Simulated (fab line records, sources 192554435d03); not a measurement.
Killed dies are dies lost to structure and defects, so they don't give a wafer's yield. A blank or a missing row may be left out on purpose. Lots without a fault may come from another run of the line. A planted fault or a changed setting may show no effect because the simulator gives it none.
fab line records | flow n5_finfet
record lots=15 wafers=45 last_day=21
route steps=1938 shown ZERO_LAYER@16 WELL_APT@25 PMOS_HMC_CHANNEL_EPI@87
lots that met no fault: from a run of the same line without faults
start_h: hours from the record's first day to the start of the lot's first wafer shown | wait_h: hours since the lot's step before | " the same as in the row above | L1.1+2: a row that stands for several wafers | - no value, or no start given | * or withheld: withheld | < > ~ a bound
route shown NAME@n: a module of which the file shows steps, and the number in the route of the first | usual: mean/standard deviation of fault-free wafers | same: alike in all rows | chamber/n: place in a boat | sites: the reading at each site | _std_site: their standard deviation | _edge_site: outer sites' mean less inner sites' | radius_mm: how far each site lies from the wafer's centre | mask NAME#n: copy n | behind: the tool/chamber that last shaped the wafer | hold: why the lot was held/for how many hours/how that ended | device: the transistor (n, p or np) that didn't switch | end of line: the same wafers' tests at the end of the route | a step without rows: its recipe alone | killed: dies lost to structure and defects at the first sort, not the wafer's yield | map: a wafer's dies, x killed, . not, _ none there
set.NAME: the setting as run; set.NAME@STEP: as run at that earlier step | model.NAME: the simulator's own value behind a step, which no gauge read
steps of the route over a sample of lots; a table a step, a row a wafer
services: from which hour (start_h, from the record's first day; less than 0 if before it) a tool's chamber was out of use, for how many hours, and why
## steps
# step N5_ZERO_LAYER_ETCH_18
# recipe chemistry=HBr/Cl2 target=Si target_depth_a=1200 time_s=40 pressure_mtorr=10 icp_w=800 bias_w=75 HBr_flow_sccm=150 Cl2_flow_sccm=80
# usual drypump_motor_current_A=5.8/0.46 oes_product_au=0.998/0.016 throttle_valve_pct=36.4/0.46
# columns lot.wafer tool chamber start_h wait_h drypump_motor_current_A oes_product_au rf_hours_counter_h throttle_valve_pct
L515.1 rie_si-01 1 12.80 0.0 5.4 0.993 3 36.6
L515.4 " 1 " " 5.4 0.995 - 36.6
L515.6 " 3 " " 5.5 0.984 - 35.7
L517.2 rie_si-06 0 24.81 0.0 4.8 1.028 7 36.4
L517.4 " 2 " " 5.8 0.998 191 36.3
L517.6 " 3 " " 6.3 1.006 - 36.3
L518.2 rie_si-03 2 30.91 0.0 6.5 0.989 29 36.0
L518.3 " 1 " " 5.9 1.020 0 36.3
L518.5 " 2 " " 6.5 0.983 - 36.0
L525.1 rie_si-06 2 72.91 0.0 5.8 1.000 192 36.3
L525.4 " 0 " " 4.8 1.026 8 36.4
L525.5 " 2 " " 5.8 0.990 - 36.3
L526.2 rie_si-06 0 78.79 0.0 4.8 1.030 8 36.4
L526.3 " 3 " " 6.3 1.017 189 36.3
L526.4 " 1 " " 6.2 1.000 114 36.7
L527.2 rie_si-01 1 84.79 0.0 5.4 1.001 4 36.6
L527.3 " 0 " " 6.2 1.005 8 37.4
L527.4 " 3 " " 5.5 0.967 111 35.7
L528.1 rie_si-01 3 90.79 0.0 5.5 0.973 111 35.7
L528.2 " 1 " " 5.4 0.997 4 36.6
L528.6 " 0 " " 6.2 1.000 - 37.4
L529.2 rie_si-03 1 96.79 0.0 5.9 1.023 1 36.3
L529.5 " 1 " " 5.9 1.017 - 36.3
L529.6 " 2 " " 6.5 0.986 - 36.0
L530.1 rie_si-01 1 102.91 0.0 5.4 0.991 4 36.6
L530.2 " 0 " " 6.2 1.003 8 37.4
L530.4 " 2 " " 5.3 0.991 2 36.3
L532.3 rie_si-01 1 114.91 0.0 5.4 1.003 5 36.6
L532.4 " 3 " " 5.5 0.977 111 35.7
L532.5 " 3 " " 5.5 0.980 - 35.7
L533.2 rie_si-01 1 120.92 0.0 5.4 0.995 5 36.6
L533.3 " 0 " " 6.2 0.998 9 37.3
L533.5 " 2 " " 5.3 0.988 - 36.3
L534.2 rie_si-06 1 127.39 0.0 6.2 1.001 115 36.7
L534.3 " 3 " " 6.3 1.011 190 36.3
L534.6 " 2 " " 5.8 1.003 - 36.3
L536.1 rie_si-06 2 138.91 0.0 5.8 0.995 193 36.3
L536.2 " 3 " " 6.3 1.012 190 36.3
L536.6 " 1 " " 6.2 1.008 - 36.7
L537.1 rie_si-03 0 144.81 0.0 5.9 1.015 17 36.4
L537.2 " 2 " " 6.5 0.985 31 36.0
L537.5 " 3 " " 5.4 0.980 - 35.8
L538.4 rie_si-01 0 150.98 0.1 6.2 1.009 - 37.3
L538.5 " 3 " " 5.5 0.966 - 35.7
L538.6 " 1 " " 5.4 0.994 - 36.6
# step N5_WELL_APT_PEB_06
# recipe peb_temp_c=130 peb_time_s=90
# usual chill_plate_temp_C=23.02/0.1 exhaust_pa=45.2/0.74 plate_temp_C=130.03/0.15
# columns lot.wafer tool chamber start_h wait_h chill_plate_temp_C exhaust_pa plate_temp_C
L515.1 litho_track-01 0 13.46 0.1 22.94 46.3 130.18
L515.4 " 0 " " 23.11 46.5 130.14
L515.6 " 0 " " 23.01 46.2 130.23
L517.2 litho_track-03 0 25.61 0.0 23.04 45.9 130.15
L517.4 " 0 " " 23.17 44.6 130.44
L517.6 " 0 " " 23.11 43.8 130.33
L518.2 litho_track-04 0 31.99 0.0 22.99 45.1 129.99
L518.3 " 0 " " 22.87 44.4 129.92
L518.5 " 0 " " 22.94 45.7 129.92
L525.1 litho_track-01 - 73.69 0.1 - - -
L525.4 " - " " - - -
L525.5 " - " " - - -
L526.2 litho_track-04 - 79.57 0.0 - - -
L526.3 " - " " - - -
L526.4 " - " " - - -
L527.2 litho_track-03 - 85.44 0.0 - - -
L527.3 " - " " - - -
L527.4 " - " " - - -
L528.1 litho_track-01 0 91.44 0.1 23.14 45.4 129.93
L528.2 " 0 " " 23.11 45.9 130.05
L528.6 " 0 " " 23.09 45.1 130.18
L529.2 litho_track-03 0 97.57 0.0 22.99 45.0 130.17
L529.5 " 0 " " 23.10 46.2 130.11
L529.6 " 0 " " 22.87 45.9 130.25
L530.1 litho_track-03 0 103.74 0.1 22.94 45.7 130.28
L530.2 " 0 " " 23.01 45.0 130.20
L530.4 " 0 " " 22.96 45.4 130.02
L532.3 litho_track-04 0 115.70 0.0 23.08 44.8 130.00
L532.4 " 0 " " 23.00 45.8 129.91
L532.5 " 0 " " 22.95 45.1 130.04
L533.2 litho_track-01 0 121.69 0.0 22.81 44.0 130.28
L533.3 " 0 " " 23.04 45.3 130.17
L533.5 " 0 " " 22.90 45.9 129.83
L534.2 litho_track-03 0 128.18 0.0 23.00 44.6 130.06
L534.3 " 0 " " 23.01 43.4 130.17
L534.6 " 0 " " 22.99 45.9 130.27
L536.1 litho_track-03 0 139.57 0.1 23.04 45.7 130.21
L536.2 " 0 " " 23.19 43.5 130.07
L536.6 " 0 " " 23.16 43.6 130.05
L537.1 litho_track-03 0 145.50 0.1 22.99 44.3 130.04
L537.2 " 0 " " 23.13 44.2 129.90
L537.5 " 0 " " 23.04 45.2 129.79
L538.4 litho_track-03 0 151.73 0.0 23.12 45.0 130.24
L538.5 " 0 " " 23.10 45.5 130.09
L538.6 " 0 " " 23.05 45.0 130.04
# step N5_WELL_APT_DESCUM_13
# recipe chemistry=O2 time_s=7.9 source_power_w=50 bias_power_w=20 pressure_mtorr=20 rf_frequency_hz=2.712e+07 temp_c=40 o2_flow_sccm=225
# usual drypump_motor_current_A=5.65/0.23 oes_product_au=0.76/0.067 rf_vpp_V=243.2/1.2 showerhead_plenum_p_Torr=2.11/0.064 throttle_valve_pct=20.53/0.25
# columns lot.wafer tool chamber start_h wait_h drypump_motor_current_A oes_product_au rf_hours_counter_h rf_vpp_V showerhead_plenum_p_Torr throttle_valve_pct
L515.1 rie_diel-04 2 13.66 0.0 5.39 0.72 193 244.1 2.17 20.42
L515.4 " 3 " " 5.24 0.78 122 243.7 2.20 20.78
L515.6 " 1 " " 5.89 0.71 - 242.8 2.07 20.67
L517.2 rie_diel-04 0 25.86 0.1 5.85 0.70 229 242.5 2.08 20.92
L517.4 " 1 " " 5.91 0.71 221 243.2 2.07 20.67
L517.6 " 1 " " 5.91 0.70 - 242.8 2.07 20.66
L518.2 rie_diel-04 0 32.19 0.0 5.89 0.71 230 241.6 2.08 20.93
L518.3 " 3 " " 5.23 0.78 126 244.5 2.20 20.80
L518.5 " 1 " " 5.89 0.70 - 243.4 2.07 20.69
L525.1 rie_diel-01 2 73.89 0.0 5.63 0.78 126 243.9 2.10 20.74
L525.4 " 1 " " 5.52 0.90 32 244.7 2.19 20.22
L525.5 " 1 " " 5.55 0.90 - 244.7 2.19 20.24
L526.2 rie_diel-01 3 79.78 0.0 5.81 0.69 215 242.6 2.05 20.18
L526.3 " 1 " " 5.54 0.89 34 244.4 2.19 20.25
L526.4 " 0 " " 5.76 0.87 58 241.6 2.02 20.22
L527.2 rie_diel-01 0 85.69 0.1 5.75 0.87 59 242.7 2.02 20.22
L527.3 " 2 " " 5.62 0.78 130 243.5 2.09 20.74
L527.4 " 3 " " 5.85 0.69 217 241.7 2.05 20.20
L528.1 rie_diel-01 3 91.68 0.1 5.83 0.69 219 242.4 2.05 20.20
L528.2 " 1 " " 5.53 0.89 38 244.7 2.19 20.22
L528.6 " 1 " " 5.53 0.89 - 245.3 2.19 20.24
L529.2 rie_diel-03 1 97.78 0.0 5.79 0.81 83 243.2 2.03 20.67
L529.5 " 0 " " 5.49 0.73 - 243.2 2.09 20.54
L529.6 " 2 " " 5.95 0.76 - 243.6 2.17 20.36
L530.1 rie_diel-04 0 104.01 0.1 5.87 0.69 245 243.4 2.08 20.96
L530.2 " 2 " " 5.39 0.70 209 244.7 2.17 20.43
L530.4 " 3 " " 5.24 0.77 139 243.8 2.19 20.82
L532.3 rie_diel-04 1 116.84 1.0 5.92 0.70 241 242.9 2.07 20.71
L532.4 " 3 " " 5.25 0.76 142 243.1 2.19 20.80
L532.5 " 3 " " 5.23 0.77 - 245.0 2.19 20.83
L533.2 rie_diel-04 0 121.90 0.0 5.84 0.68 249 241.7 2.07 20.95
L533.3 " 1 " " 5.92 0.69 242 243.0 2.06 20.72
L533.5 " 2 " " 5.39 0.70 - 244.0 2.16 20.44
L534.2 rie_diel-03 0 128.38 0.0 5.53 0.71 183 243.4 2.09 20.55
L534.3 " 3 " " 5.64 0.81 108 241.6 1.98 20.06
L534.6 " 0 " " 5.55 0.71 - 242.6 2.09 20.56
L536.1 rie_diel-04 1 139.92 0.2 5.92 0.68 248 241.7 2.06 20.71
L536.2 " 2 " " 5.38 0.69 220 244.7 2.16 20.45
L536.6 " 3 " " 5.23 0.77 - 244.6 2.19 20.82
L537.1 rie_diel-04 3 145.71 0.0 5.21 0.77 152 244.8 2.19 20.85
L537.2 " 1 " " 5.88 0.69 251 243.5 2.06 20.71
L537.5 " 3 " " 5.21 0.76 - 244.7 2.19 20.84
L538.4 rie_diel-03 1 151.94 0.0 5.77 0.79 98 241.5 2.03 20.67
L538.5 " 1 " " 5.80 0.80 - 242.6 2.03 20.68
L538.6 " 0 " " 5.55 0.71 - 242.3 2.09 20.58
# step N5_PMOS_HMC_CHANNEL_EPI_EPI_26
# recipe material=Si target_thk_a=38 temp_c=650 precursor=SiH4/H2 pressure_torr=20 time_s=22.7
# usual throttle_valve_pct=11.3/0.31
# columns lot.wafer tool chamber start_h wait_h throttle_valve_pct
L515.1 epi_rpcvd-01 0 19.35 0.0 11.8
L515.4 " 0 " " 11.3
L515.6 " 0 " " 12.0
L517.2 epi_rpcvd-04 0 32.67 0.1 11.2
L517.4 " 0 " " 10.9
L517.6 " 0 " " 11.3
L518.2 epi_rpcvd-01 0 38.09 0.1 11.8
L518.3 " 0 " " 11.8
L518.5 " 0 " " 11.6
L528.1 epi_rpcvd-02 0 97.44 0.0 11.1
L528.2 " 0 " " 10.9
L528.6 " 0 " " 11.2
L529.2 epi_rpcvd-01 0 103.60 0.1 11.3
L529.5 " 0 " " 11.4
L529.6 " 0 " " 11.5
L530.1 epi_rpcvd-04 0 109.70 0.0 11.1
L530.2 " 0 " " 11.1
L530.4 " 0 " " 11.1
L532.3 epi_rpcvd-01 0 123.00 0.2 11.6
L532.4 " 0 " " 11.4
L532.5 " 0 " " 11.6
L533.2 epi_rpcvd-02 0 128.19 0.1 11.1
L533.3 " 0 " " 10.9
L533.5 " 0 " " 10.8
L534.2 epi_rpcvd-04 0 134.35 0.1 10.9
L534.3 " 0 " " 10.9
L534.6 " 0 " " 11.3
L536.1 epi_rpcvd-04 0 146.42 0.0 11.0
L536.2 " 0 " " 11.2
L536.6 " 0 " " 11.2
L537.1 epi_rpcvd-04 0 151.50 0.0 10.8
L537.2 " 0 " " 11.3
L537.5 " 0 " " 10.9
L538.4 epi_rpcvd-04 0 158.25 0.2 11.0
L538.5 " 0 " " 10.8
L538.6 " 0 " " 11.3
## services
# columns tool chamber start_h hours kind
rie_si-03 1 -9.77 1.4 repair
rie_diel-04 2 17.77 6.1 repair
rie_diel-01 - 34.96 2.1 repair
litho_track-03 - 41.44 - consumable_replace:filter
rie_diel-04 - 50.82 2.8 pm
rie_diel-01 0 54.23 13.5 repair
rie_si-03 - 55.34 0.1 repair
rie_diel-03 0 56.45 17.9 repair
rie_diel-03 3 73.73 36.7 repair
rie_diel-04 3 94.76 1.6 repair
rie_si-03 2 108.52 10.7 repair
rie_si-03 1 112.46 5.5 repair
rie_diel-01 - 114.20 2.8 pm
rie_diel-03 2 115.16 18.1 repair
rie_diel-04 0 128.41 - clean
rie_diel-04 0 128.41 - consumable_replace:focus_ring
rie_diel-04 0 128.41 18.3 scheduled_down
rie_diel-04 0 128.41 18.3 vent_cycle
rie_diel-04 1 146.94 - clean
rie_diel-04 1 146.94 - consumable_replace:focus_ring
rie_diel-04 1 146.94 28.4 scheduled_down
rie_si-01 2 147.40 13.5 repair
rie_si-03 0 147.93 2.0 repair
rie_si-03 3 156.43 7.0 repair
## key
first_sign step=N5_WELL_APT_PEB_06 reading=tool_record direction=missing
effect none on later readings
met_at N5_WELL_APT_PEB_06
struck_lots L525,L526,L527
later_rows_left_out L525.1,L525.4,L525.5,L526.2,L526.3,L526.4,L527.2,L527.3,L527.4
sort_left_out L525.1,L525.4,L525.5,L526.2,L526.3,L526.4,L527.2,L527.3,L527.4
not_acting_at N5_ZERO_LAYER_ETCH_18,N5_WELL_APT_DESCUM_13,N5_PMOS_HMC_CHANNEL_EPI_EPI_26
onset_between 31.99 73.69
fault kind=skipped_step_whole tool=litho_track-01,litho_track-03,litho_track-04 chamber=- onset_h=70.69 steps=N5_WELL_APT_PEB_06 scope=struck_lots_only
# sort_left_out: the simulated sort isn't trusted on such a fault, so these wafers' sort isn't shown, and their yield isn't known
# later_rows_left_out: the simulator's readings of these wafers behind a module that went badly wrong aren't trusted and aren't shown, but for the sort
